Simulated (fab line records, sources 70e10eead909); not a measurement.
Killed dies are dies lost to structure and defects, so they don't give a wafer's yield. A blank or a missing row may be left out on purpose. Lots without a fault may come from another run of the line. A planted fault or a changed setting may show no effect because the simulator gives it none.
fab line records | flow nand_harc
record lots=13 wafers=39 last_day=33
route steps=1302 shown P_GATE@175 P_CONTACT@217 END@1302
lots that met no fault: from a run of the same line without faults
start_h: hours from the record's first day to the start of the lot's first wafer shown | wait_h: hours since the lot's step before | " the same as in the row above | L1.1+2: a row that stands for several wafers | - no value, or no start given | * or withheld: withheld | < > ~ a bound
route shown NAME@n: a module of which the file shows steps, and the number in the route of the first | usual: mean/standard deviation of fault-free wafers | same: alike in all rows | chamber/n: place in a boat | sites: the reading at each site | _std_site: their standard deviation | _edge_site: outer sites' mean less inner sites' | radius_mm: how far each site lies from the wafer's centre | mask NAME#n: copy n | behind: the tool/chamber that last shaped the wafer | hold: why the lot was held/for how many hours/how that ended | device: the transistor (n, p or np) that didn't switch | end of line: the same wafers' tests at the end of the route | a step without rows: its recipe alone | killed: dies lost to structure and defects at the first sort, not the wafer's yield | map: a wafer's dies, x killed, . not, _ none there
set.NAME: the setting as run; set.NAME@STEP: as run at that earlier step | model.NAME: the simulator's own value behind a step, which no gauge read
steps of the route over a sample of lots; a table a step, a row a wafer
services: from which hour (start_h, from the record's first day; less than 0 if before it) a tool's chamber was out of use, for how many hours, and why
## steps
# step NHARC_P_GATE_STRIP_75
# recipe power_w=1500 temp_c=250 chemistry=O2
# usual drypump_motor_current_A=5.8/0.55 heater_power_w=309/14
# columns lot.wafer tool chamber start_h wait_h drypump_motor_current_A heater_power_w rf_hours_counter_h
L445.2 plasma_asher-01 0 115.90 0.3 6.2 280 26
L445.4 " 1 " " 6.1 305 -
L445.6 " 1 " " 6.2 308 -
L446.1 plasma_asher-01 1 127.61 0.2 6.2 317 29
L446.3 " 0 " " 6.2 281 -
L446.4 " 1 " " 6.2 310 -
L449.1 plasma_asher-01 1 159.37 0.3 6.2 301 35
L449.2 " 0 " " 6.2 289 35
L449.6 " 1 " " 6.2 315 -
L450.1 plasma_asher-01 1 174.72 0.3 6.2 316 0
L450.4 " 0 " " 6.2 298 -
L450.6 " 0 " " 6.2 308 -
L451.2 plasma_asher-01 0 183.99 0.2 6.2 305 3
L451.4 " 1 " " 6.2 314 -
L451.6 " 1 " " 6.2 313 -
L453.1 plasma_asher-01 0 214.40 0.3 6.2 310 8
L453.2 " 1 " " 6.2 315 8
L453.5 " 1 " " 6.2 310 -
L454.1 plasma_asher-02 0 218.16 0.3 5.4 300 27
L454.2 " 1 " " 4.9 332 27
L454.6 " 0 " " 5.4 310 -
L455.1 plasma_asher-01 0 222.56 0.2 6.2 302 10
L455.2 " 1 " " 6.2 318 10
L455.5 " 1 " " 6.2 316 -
L456.1 plasma_asher-01 1 233.31 0.2 6.2 310 12
L456.4 " 0 " " 6.2 303 -
L456.5 " 0 " " 6.2 309 -
L457.1 plasma_asher-01 1 241.70 0.3 6.2 315 15
L457.2 " 0 " " 6.2 294 15
L457.6 " 0 " " 6.2 305 -
L460.1 plasma_asher-02 0 274.55 0.2 5.4 291 2
L460.3 " 0 " " 5.4 297 -
L460.6 " 1 " " 4.9 323 -
L465.1 plasma_asher-01 0 322.98 0.3 6.2 307 32
L465.2 " 1 " " 6.2 305 32
L465.3 " 0 " " 6.2 303 -
L466.2 plasma_asher-02 0 329.88 0.2 5.4 285 14
L466.4 " 0 " " 5.4 288 -
L466.6 " 0 " " 5.4 300 -
# step NHARC_P_GATE_STRIP_112
# recipe power_w=1500 temp_c=110 time_s=200 chemistry=N2/H2
# usual drypump_motor_current_A=5.7/0.56 heater_power_w=83/4
# same time_s=200
# columns lot.wafer tool chamber start_h wait_h drypump_motor_current_A heater_power_w rf_hours_counter_h
L445.2 plasma_asher-01 0 117.38 0.2 6.2 75 26
L445.4 " 1 " " 6.2 83 -
L445.6 " 0 " " 6.2 76 -
L446.1 plasma_asher-02 0 128.92 0.2 5.4 82 10
L446.3 " 0 " " 5.4 81 -
L446.4 " 1 " " 4.9 88 -
L449.2 plasma_asher-02 0 160.82 0.2 5.4 84 18
L449.1 " 1 " " 4.9 89 18
L449.6 " 0 " " 5.4 82 -
L450.1 plasma_asher-01 0 176.35 0.4 6.2 80 1
L450.4 " 0 " " 6.2 80 -
L450.6 " 1 " " 6.2 84 -
L451.2 plasma_asher-02 0 185.36 0.2 5.4 85 22
L451.4 " 0 " " 5.4 84 -
L451.6 " 1 " " 4.9 90 -
L453.2 plasma_asher-02 1 215.77 0.2 4.9 91 27
L453.1 " 0 " " 5.4 84 27
L453.5 " 0 " " 5.4 81 -
L454.2 plasma_asher-02 0 219.67 0.2 5.4 82 28
L454.1 " 1 " " 4.9 91 28
L454.6 " 0 " " 5.4 82 -
L455.1 plasma_asher-01 0 224.00 0.2 6.2 83 10
L455.2 " 1 " " 6.2 84 10
L455.5 " 1 " " 6.2 83 -
L456.1 plasma_asher-01 1 234.75 0.2 6.2 85 12
L456.4 " 1 " " 6.2 85 -
L456.5 " 1 " " 6.2 85 -
L457.1 plasma_asher-01 1 243.14 0.2 6.2 83 15
L457.2 " 0 " " 6.2 82 15
L457.6 " 1 " " 6.2 86 -
L460.1 plasma_asher-01 0 276.02 0.2 6.2 81 22
L460.3 " 0 " " 6.2 80 -
L460.6 " 1 " " 6.2 85 -
L465.1 plasma_asher-02 1 324.31 0.2 4.8 86 12
L465.2 " 0 " " 5.4 78 12
L465.3 " 1 " " 4.9 85 -
L466.2 plasma_asher-01 1 331.26 0.2 6.2 83 34
L466.4 " 0 " " 6.2 83 -
L466.6 " 0 " " 6.2 80 -
# step NHARC_P_GATE_EXPOSE_88
# recipe na=0.6 target_cd_nm=2000 dose_mj=11.87 mask_id=P_HVN
# columns lot.wafer tool chamber start_h wait_h mask
L445.2+4+6 krf_scanner-01 0 118.41 - P_HVN#0
L446.1+3+4 krf_scanner-01 0 129.82 - P_HVN#0
L449.1+2+6 krf_scanner-02 0 161.85 - P_HVN#0
L450.1+4+6 krf_scanner-04 0 177.34 - P_HVN#0
L451.2+4+6 krf_scanner-04 0 186.22 - P_HVN#0
L453.1+2+5 krf_scanner-01 0 216.79 - P_HVN#0
L454.1+2+6 krf_scanner-04 0 220.70 - P_HVN#0
L455.1+2+5 krf_scanner-02 0 225.02 - P_HVN#0
L456.1+4+5 krf_scanner-01 0 235.83 - P_HVN#0
L457.1+2+6 krf_scanner-02 0 244.16 - P_HVN#0
L460.1+3+6 krf_scanner-02 0 276.92 - P_HVN#0
L465.1+2+3 krf_scanner-04 0 325.21 - P_HVN#0
L466.2+4+6 krf_scanner-04 0 332.12 - P_HVN#0
# step NHARC_P_GATE_CD_MEAS_91
# recipe target_cd_nm=2000 landing_energy_ev=500
# usual cd_nm=1999.4/1.6
# columns lot.wafer tool chamber start_h wait_h cd_nm
L445.2 cd_sem-03 0 118.56 - 1997.8
L445.4 " 0 " " 1999.4
L445.6 " 0 " " 2000.2
L446.1 cd_sem-02 0 129.98 - 1998.3
L446.3 " 0 " " 1999.1
L446.4 " 0 " " 1998.8
L449.1 cd_sem-03 0 162.01 - 1998.6
L449.2 " 0 " " 1996.0
L449.6 " 0 " " 1998.2
L450.1 cd_sem-02 0 177.50 - 1999.8
L450.4 " 0 " " 1999.9
L450.6 " 0 " " 1999.9
L451.2 cd_sem-01 0 186.37 - 1998.3
L451.4 " 0 " " 1999.6
L451.6 " 0 " " 1999.3
L453.1 cd_sem-03 0 216.95 - 1997.5
L453.2 " 0 " " 1997.8
L453.5 " 0 " " 1999.8
L454.1 cd_sem-03 0 220.86 - 1997.9
L454.2 " 0 " " 1996.5
L454.6 " 0 " " 1997.4
L455.1 cd_sem-02 0 225.18 - 1999.6
L455.2 " 0 " " 1999.0
L455.5 " 0 " " 2001.3
L456.1 cd_sem-01 0 235.98 - 1997.2
L456.4 " 0 " " 1998.1
L456.5 " 0 " " 1997.5
L457.1 cd_sem-03 0 244.32 - 2000.2
L457.2 " 0 " " 1999.3
L457.6 " 0 " " 2003.0
L460.1 cd_sem-02 0 277.08 - 1997.4
L460.3 " 0 " " 1996.2
L460.6 " 0 " " 1998.1
L465.1 cd_sem-02 0 325.36 - 2003.7
L465.2 " 0 " " 2005.6
L465.3 " 0 " " 2007.5
L466.2 cd_sem-03 0 332.28 - 2005.7
L466.4 " 0 " " 2008.7
L466.6 " 0 " " 2002.5
# step NHARC_P_CONTACT_DEP_30
# recipe target_thk_a=300 temp_c=400 target_thk_nm=30 flow_sccm=200 rf_w=450 material=SiNx
# usual heater_power_outer_w=439/50 heater_power_w=743/87 susceptor_temp_C=400.02/0.22
# columns lot.wafer tool chamber start_h wait_h heater_power_outer_w heater_power_w susceptor_temp_C
L445.2 pecvd-04 2 121.74 0.1 481 773 399.81
L445.4 " 2 " " 484 789 399.86
L445.6 " 0 " " 399 700 400.21
L446.3 pecvd-03 1 133.16 0.1 441 697 400.09
L446.1 " 2 " " 444 808 399.89
L446.4 " 2 " " 444 802 399.85
L449.2 pecvd-03 2 165.21 0.1 373 695 399.72
L449.1 " 0 " " 427 756 400.40
L449.6 " 2 " " 372 703 400.07
L450.1 pecvd-03 1 180.72 0.1 470 763 399.98
L450.4 " 2 " " 388 708 400.23
L450.6 " 1 " " 482 738 399.93
L451.2 pecvd-04 0 189.49 0.1 403 726 399.88
L451.6 " 1 " " 349 609 399.97
L451.4 " 2 " " 511 832 399.50
L453.2 pecvd-04 2 220.11 0.1 521 843 399.87
L453.1 " 1 " " 407 691 400.07
L453.5 " 2 " " 516 829 399.90
L454.1 pecvd-01 0 224.09 0.1 485 856 399.88
L454.2 " 1 " " 405 652 399.84
L454.6 " 1 " " 395 643 399.81
L455.1 pecvd-01 2 228.49 0.1 416 665 399.63
L455.2 " 1 " " 454 740 399.99
L455.5 " 0 " " 400 724 400.07
L456.1 pecvd-03 1 239.19 0.1 454 732 399.89
L456.5 " 2 " " 459 811 400.15
L456.4 " 0 " " 537 873 400.05
L457.1 pecvd-04 0 247.48 0.1 420 694 400.24
L457.2 " 1 " " 395 670 399.57
L457.6 " 2 " " 456 721 400.14
L460.3 pecvd-03 2 280.49 0.1 468 805 400.26
L460.1 " 0 " " 529 902 400.00
L460.6 " 1 " " 380 612 400.09
L465.2 pecvd-03 2 328.49 0.1 387 706 399.85
L465.1 " 0 " " 530 932 399.71
L465.3 " 1 " " 458 720 399.99
L466.2 pecvd-01 0 335.46 0.1 408 731 399.86
L466.4 " 2 " " 327 554 400.20
L466.6 " 1 " " 462 737 399.78
# step NHARC_END_SORT_01
# recipe temp_c=25
# usual killed_at_array=51/16 killed_at_other=0.6/0.88 killed_at_periphery=4.0/2.6 killed_dies=55/16 killed_open=3.5/1.9 killed_short=2.3/1.6
# same gross_dies=677
# columns lot.wafer tool chamber start_h wait_h killed_at_array killed_at_other killed_at_periphery killed_dies killed_open killed_short
L449.1 prober-02 0 610.18 2.5 63 0 8 71 3 2
L449.2 prober-02 0 610.99 2.8 53 0 8 61 0 5
L449.6 prober-02 0 614.20 4.0 57 0 5 62 2 2
L450.1 prober-01 0 626.73 2.5 42 0 2 44 9 1
L450.4 prober-01 0 629.08 3.4 35 1 1 37 2 1
L450.6 prober-01 0 630.64 3.9 32 1 2 35 2 3
L451.2 prober-02 0 635.81 2.8 78 0 2 80 3 1
L451.4 prober-02 0 637.43 3.4 88 0 1 89 3 2
L451.6 prober-02 0 639.05 4.1 74 0 5 79 5 5
L454.1 prober-01 0 688.74 2.5 35 0 6 41 7 5
L454.2 prober-01 0 689.55 2.8 42 0 4 46 3 3
L454.6 prober-01 0 692.79 4.1 53 0 6 59 6 5
L453.1 prober-02 0 688.75 2.5 66 0 12 78 3 2
L453.2 prober-02 0 689.55 2.8 60 3 7 70 3 3
L453.5 prober-02 0 691.97 3.7 73 1 7 81 3 2
L457.1 prober-01 0 698.34 2.5 41 0 1 42 4 1
L457.2 prober-01 0 699.14 2.8 45 1 10 56 2 1
L457.6 prober-01 0 702.34 4.0 40 1 5 46 7 1
L455.1 prober-02 0 704.45 2.5 57 0 3 60 3 2
L455.2 prober-02 0 705.26 2.8 50 0 4 54 6 4
L455.5 prober-02 0 707.68 3.7 40 0 1 41 3 1
L456.1 prober-02 0 712.34 2.5 43 1 5 49 4 2
L456.4 prober-02 0 714.71 3.4 44 0 3 47 4 4
L456.5 prober-02 0 715.50 3.7 40 0 7 47 5 4
L460.1 prober-01 0 727.77 2.5 53 3 1 57 1 1
L460.3 prober-01 0 729.35 3.1 75 2 1 78 0 6
L460.6 prober-01 0 731.73 4.0 70 3 4 77 3 2
L466.2 prober-01 0 778.77 2.8 52 0 0 52 1 1
L466.4 prober-01 0 780.38 3.4 54 0 0 54 2 1
L466.6 prober-01 0 781.99 4.0 54 0 1 55 4 4
# killed by level:class
L449.1 A_CHANNEL_HOLE_D2:chamber_film_flake=28 A_SLIT:chamber_film_flake=24 A_CHANNEL_HOLE_D1:chamber_film_flake=3 A_M0:geometric_particle:open=2 P_ZERO_WELL:chamber_film_flake=2 A_WL_FILL:chamber_film_flake=2 P_M1:chamber_film_flake=2 A_BONDPAD:chamber_film_flake=2
L449.2 A_CHANNEL_HOLE_D2:chamber_film_flake=22 A_SLIT:chamber_film_flake=20 P_M1:chamber_film_flake=7 A_CHANNEL_HOLE_D1:chamber_film_flake=2 A_BONDPAD:chamber_film_flake=2 P_M0:geometric_particle:short=1 A_ONON_D2:geometric_particle:short=1 A_CHANNEL_FILL_D2:geometric_particle:short=1
L449.6 A_SLIT:chamber_film_flake=20 A_CHANNEL_HOLE_D2:chamber_film_flake=19 A_CONTACT:chamber_film_flake=8 P_M1:chamber_film_flake=2 A_STAIRCASE:chamber_film_flake=2 A_BONDPAD:chamber_film_flake=2 A_CHANNEL_HOLE_D1:geometric_particle:open=1 A_DECK1_JOINT:geometric_particle:open=1
L450.1 A_CHANNEL_HOLE_D2:chamber_film_flake=22 A_CONTACT:chamber_film_flake=4 A_ONON_D1:geometric_particle:open=3 A_CHANNEL_FILL_D1:geometric_particle:open=2 A_CHANNEL_HOLE_D1:chamber_film_flake=2 A_CHANNEL_FILL_D2:chamber_film_flake=2 A_WL_FILL:chamber_film_flake=2 P_CONTACT:geometric_particle:short=1
L450.4 A_CHANNEL_HOLE_D2:chamber_film_flake=22 A_CONTACT:chamber_film_flake=5 A_CHANNEL_HOLE_D1:chamber_film_flake=4 A_ONON_D1:geometric_particle:open=1 A_CHANNEL_FILL_D2:geometric_particle:short=1 A_CHANNEL_FILL_D2:geometric_particle:open=1 P_STI:chamber_film_flake=1 A_WL_FILL:chamber_film_flake=1
L450.6 A_CHANNEL_HOLE_D2:chamber_film_flake=19 A_CHANNEL_HOLE_D1:chamber_film_flake=4 A_CONTACT:chamber_film_flake=2 P_CONTACT:geometric_particle:open=1 A_CHANNEL_FILL_D1:geometric_particle:short=1 A_ONON_D2:geometric_particle:short=1 A_ONON_D2:geometric_particle:open=1 P_GATE:chamber_film_flake=1
L451.2 A_CHANNEL_HOLE_D1:chamber_film_flake=28 A_SLIT:chamber_film_flake=23 A_CHANNEL_HOLE_D2:chamber_film_flake=11 A_CONTACT:chamber_film_flake=6 A_CHANNEL_FILL_D1:chamber_film_flake=3 A_STAIRCASE:chamber_film_flake=3 A_CHANNEL_FILL_D1:geometric_particle:short=1 A_CHANNEL_HOLE_D2:geometric_particle:open=1
L451.4 A_CHANNEL_HOLE_D2:chamber_film_flake=29 A_CHANNEL_HOLE_D1:chamber_film_flake=19 A_SLIT:chamber_film_flake=19 A_CONTACT:chamber_film_flake=7 A_STAIRCASE:chamber_film_flake=6 A_CHANNEL_FILL_D1:chamber_film_flake=2 P_CONTACT:geometric_particle:open=1 A_SOURCE_PLATE:geometric_particle:short=1
L451.6 A_CHANNEL_HOLE_D1:chamber_film_flake=22 A_SLIT:chamber_film_flake=15 A_CHANNEL_HOLE_D2:chamber_film_flake=15 A_STAIRCASE:chamber_film_flake=7 A_CONTACT:chamber_film_flake=6 A_CHANNEL_FILL_D1:chamber_film_flake=3 P_CONTACT:geometric_particle:open=1 P_M0:geometric_particle:open=1
L454.1 A_CHANNEL_HOLE_D1:chamber_film_flake=20 P_BONDPAD:chamber_film_flake=3 A_ZERO_WELL:chamber_film_flake=2 P_GATE:geometric_particle:short=1 P_M0:geometric_particle:open=1 P_M0:geometric_particle:short=1 A_CHANNEL_FILL_D1:geometric_particle:short=1 A_CHANNEL_FILL_D1:geometric_particle:open=1
L453.1 A_CHANNEL_HOLE_D1:chamber_film_flake=32 A_SLIT:chamber_film_flake=24 P_BONDPAD:chamber_film_flake=6 P_STI:chamber_film_flake=4 A_CONTACT:chamber_film_flake=3 P_STI:geometric_particle:open=1 A_ONON_D1:geometric_particle:open=1 A_ONON_D2:geometric_particle:short=1
L454.2 A_CHANNEL_HOLE_D1:chamber_film_flake=29 A_CONTACT:chamber_film_flake=3 A_WL_FILL:chamber_film_flake=2 A_ZERO_WELL:chamber_film_flake=2 A_STAIRCASE:chamber_film_flake=2 P_GATE:geometric_particle:short=1 P_CONTACT:geometric_particle:open=1 P_M0:geometric_particle:open=1
L453.2 A_SLIT:chamber_film_flake=25 A_CHANNEL_HOLE_D1:chamber_film_flake=17 A_CONTACT:chamber_film_flake=10 P_STI:chamber_film_flake=3 P_BONDPAD:chamber_film_flake=3 THIN_TSV:chamber_film_flake=3 A_ONON_D2:geometric_particle:short=2 A_ONON_D1:geometric_particle:open=1
L453.5 A_CHANNEL_HOLE_D1:chamber_film_flake=35 A_SLIT:chamber_film_flake=29 A_CONTACT:chamber_film_flake=4 P_STI:chamber_film_flake=3 P_BONDPAD:chamber_film_flake=3 P_CONTACT:geometric_particle:open=1 A_CHANNEL_FILL_D1:geometric_particle:open=1 A_ONON_D2:geometric_particle:short=1
L454.6 A_CHANNEL_HOLE_D1:chamber_film_flake=42 P_GATE:geometric_particle:open=2 P_CONTACT:geometric_particle:open=2 A_WL_FILL:geometric_particle:short=2 A_STAIRCASE:chamber_film_flake=2 A_SLIT:chamber_film_flake=2 A_WL_FILL:chamber_film_flake=1 P_CONTACT:geometric_particle:short=1
L457.1 A_CHANNEL_HOLE_D1:chamber_film_flake=23 A_CONTACT:chamber_film_flake=4 A_BONDPAD:chamber_film_flake=4 A_M0:geometric_particle:open=2 A_SLIT:chamber_film_flake=2 A_CHANNEL_FILL_D1:geometric_particle:open=1 A_CHANNEL_FILL_D2:geometric_particle:short=1 A_CONTACT:geometric_particle:open=1
L457.2 A_CHANNEL_HOLE_D1:chamber_film_flake=29 P_GATE:chamber_film_flake=5 A_CONTACT:chamber_film_flake=4 P_M2:chamber_film_flake=3 A_CHANNEL_HOLE_D2:chamber_film_flake=3 A_BONDPAD:chamber_film_flake=3 A_WL_FILL:chamber_film_flake=2 P_M0:geometric_particle:open=1
L457.6 A_CHANNEL_HOLE_D1:chamber_film_flake=21 A_M0:geometric_particle:open=5 P_GATE:chamber_film_flake=5 A_BONDPAD:chamber_film_flake=4 A_CHANNEL_HOLE_D2:chamber_film_flake=2 A_WL_FILL:chamber_film_flake=2 A_CONTACT:chamber_film_flake=2 A_CHANNEL_HOLE_D1:geometric_particle:short=1
L455.1 A_CHANNEL_HOLE_D1:chamber_film_flake=30 A_CHANNEL_HOLE_D2:chamber_film_flake=18 P_M2:chamber_film_flake=2 A_BONDPAD:chamber_film_flake=2 A_DECK1_JOINT:geometric_particle:short=1 A_ONON_D2:geometric_particle:short=1 A_CONTACT:geometric_particle:open=1 A_BLC:geometric_particle:open=1
L455.2 A_CHANNEL_HOLE_D1:chamber_film_flake=19 A_CHANNEL_HOLE_D2:chamber_film_flake=13 A_CONTACT:chamber_film_flake=4 A_ONON_D1:geometric_particle:open=2 A_WL_FILL:geometric_particle:short=2 P_STI:chamber_film_flake=2 A_SLIT:chamber_film_flake=2 A_BONDPAD:chamber_film_flake=2
L455.5 A_CHANNEL_HOLE_D1:chamber_film_flake=19 A_CHANNEL_HOLE_D2:chamber_film_flake=13 A_STAIRCASE:chamber_film_flake=2 A_CONTACT:chamber_film_flake=2 P_M1:geometric_particle:open=1 A_SOURCE_PLATE:geometric_particle:open=1 A_ONON_D2:geometric_particle:short=1 A_WL_FILL:geometric_particle:open=1
L456.1 A_CHANNEL_HOLE_D2:chamber_film_flake=24 A_CHANNEL_HOLE_D1:chamber_film_flake=4 A_CONTACT:chamber_film_flake=4 P_M2:chamber_film_flake=3 A_ZERO_WELL:chamber_film_flake=2 A_CHANNEL_FILL_D1:chamber_film_flake=2 A_SLIT:chamber_film_flake=2 A_ONON_D1:geometric_particle:short=1
L456.4 A_CHANNEL_HOLE_D2:chamber_film_flake=18 A_CHANNEL_HOLE_D1:chamber_film_flake=8 A_SLIT:chamber_film_flake=4 P_M2:chamber_film_flake=3 A_STAIRCASE:chamber_film_flake=3 A_CHANNEL_FILL_D2:geometric_particle:open=2 A_CONTACT:chamber_film_flake=2 A_ONON_D1:geometric_particle:short=1
L456.5 A_CHANNEL_HOLE_D2:chamber_film_flake=18 A_CHANNEL_HOLE_D1:chamber_film_flake=9 A_CONTACT:chamber_film_flake=4 P_M2:chamber_film_flake=3 A_CHANNEL_FILL_D2:geometric_particle:open=2 P_GATE:geometric_particle:short=1 P_CONTACT:geometric_particle:open=1 P_CONTACT:geometric_particle:short=1
L460.1 A_CHANNEL_HOLE_D1:chamber_film_flake=23 A_CHANNEL_HOLE_D2:chamber_film_flake=14 A_ZERO_WELL:chamber_film_flake=6 THIN_TSV:chamber_film_flake=3 A_CHANNEL_FILL_D2:chamber_film_flake=3 A_CONTACT:chamber_film_flake=3 P_M1:geometric_particle:short=1 A_DECK1_JOINT:geometric_particle:open=1
L460.3 A_CHANNEL_HOLE_D1:chamber_film_flake=32 A_CHANNEL_HOLE_D2:chamber_film_flake=16 A_SLIT:chamber_film_flake=7 A_CONTACT:chamber_film_flake=6 A_ONON_D1:geometric_particle:short=3 A_ZERO_WELL:chamber_film_flake=3 A_WL_FILL:chamber_film_flake=3 A_M0:geometric_particle:short=2
L460.6 A_CHANNEL_HOLE_D1:chamber_film_flake=33 A_CHANNEL_HOLE_D2:chamber_film_flake=15 A_CONTACT:chamber_film_flake=7 A_SLIT:chamber_film_flake=5 THIN_TSV:chamber_film_flake=3 A_CHANNEL_FILL_D2:chamber_film_flake=2 A_STAIRCASE:chamber_film_flake=2 A_SGD_CUT:chamber_film_flake=2
L466.2 A_CHANNEL_HOLE_D2:chamber_film_flake=25 A_CHANNEL_HOLE_D1:chamber_film_flake=10 A_CONTACT:chamber_film_flake=6 A_SLIT:chamber_film_flake=3 A_STAIRCASE:chamber_film_flake=3 A_DECK1_JOINT:chamber_film_flake=2 A_DECK1_JOINT:geometric_particle:short=1 A_WL_FILL:geometric_particle:open=1
L466.4 A_CHANNEL_HOLE_D2:chamber_film_flake=27 A_CHANNEL_HOLE_D1:chamber_film_flake=7 A_SLIT:chamber_film_flake=6 A_CONTACT:chamber_film_flake=6 A_WL_FILL:chamber_film_flake=2 A_ONON_D1:geometric_particle:open=1 A_DECK1_JOINT:geometric_particle:open=1 A_CHANNEL_FILL_D2:geometric_particle:short=1
L466.6 A_CHANNEL_HOLE_D2:chamber_film_flake=25 A_CHANNEL_HOLE_D1:chamber_film_flake=8 A_SLIT:chamber_film_flake=5 A_CONTACT:chamber_film_flake=4 A_STAIRCASE:chamber_film_flake=3 A_CHANNEL_FILL_D1:geometric_particle:open=1 A_DECK1_JOINT:geometric_particle:short=1 A_ONON_D2:geometric_particle:short=1
## services
# columns tool chamber start_h hours kind
krf_scanner-01 - 91.99 1.2 repair
plasma_asher-01 - 94.07 1.4 repair
krf_scanner-02 - 96.67 4.0 pm
krf_scanner-01 - 109.82 0.4 repair
pecvd-04 2 112.61 3.7 repair
krf_scanner-01 - 140.00 4.0 pm
pecvd-03 - 142.99 4.5 repair
krf_scanner-04 - 148.73 0.5 repair
pecvd-04 0 149.73 5.7 repair
krf_scanner-02 - 153.03 3.6 repair
plasma_asher-01 - 165.20 9.0 pm
krf_scanner-01 - 169.76 0.4 repair
krf_scanner-02 - 170.47 3.3 repair
krf_scanner-04 - 182.00 4.0 pm
pecvd-03 - 185.04 13.0 pm
krf_scanner-01 - 206.90 0.2 repair
krf_scanner-01 - 215.38 0.3 repair
krf_scanner-04 - 233.75 0.2 repair
plasma_asher-02 - 235.95 1.5 repair
pecvd-04 - 242.76 3.0 repair
plasma_asher-02 - 249.00 9.0 pm
krf_scanner-02 - 268.67 4.0 pm
krf_scanner-04 - 322.16 0.5 repair
pecvd-03 - 331.71 3.2 repair
## key
first_sign step=NHARC_P_GATE_CD_MEAS_91 reading=cd_nm direction=up sigmas=3.8 usual=1999.4 struck=2005.6 wafers_moved=5
effect none on later readings
met_at NHARC_P_GATE_EXPOSE_88
struck_lots L465,L466
tester_left_out L465,L466
not_acting_at NHARC_P_GATE_STRIP_75,NHARC_P_GATE_STRIP_112,NHARC_P_CONTACT_DEP_30
onset_between 220.70 325.21
also_fits time
fault kind=process_parameter_drift tool=krf_scanner-04 chamber=- onset_h=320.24 steps=NHARC_P_GATE_EXPOSE_88 channel=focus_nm offset=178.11 spread_by_wafer=0.3 shape=step end_h=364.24
# tester_left_out: of these lots the tester's yield and bins aren't shown, on N5 and GAA mostly nor the transistor test; their killed dies are dies lost to structure and defects alone, not to doping, threshold or leakage, so they don't give the yield
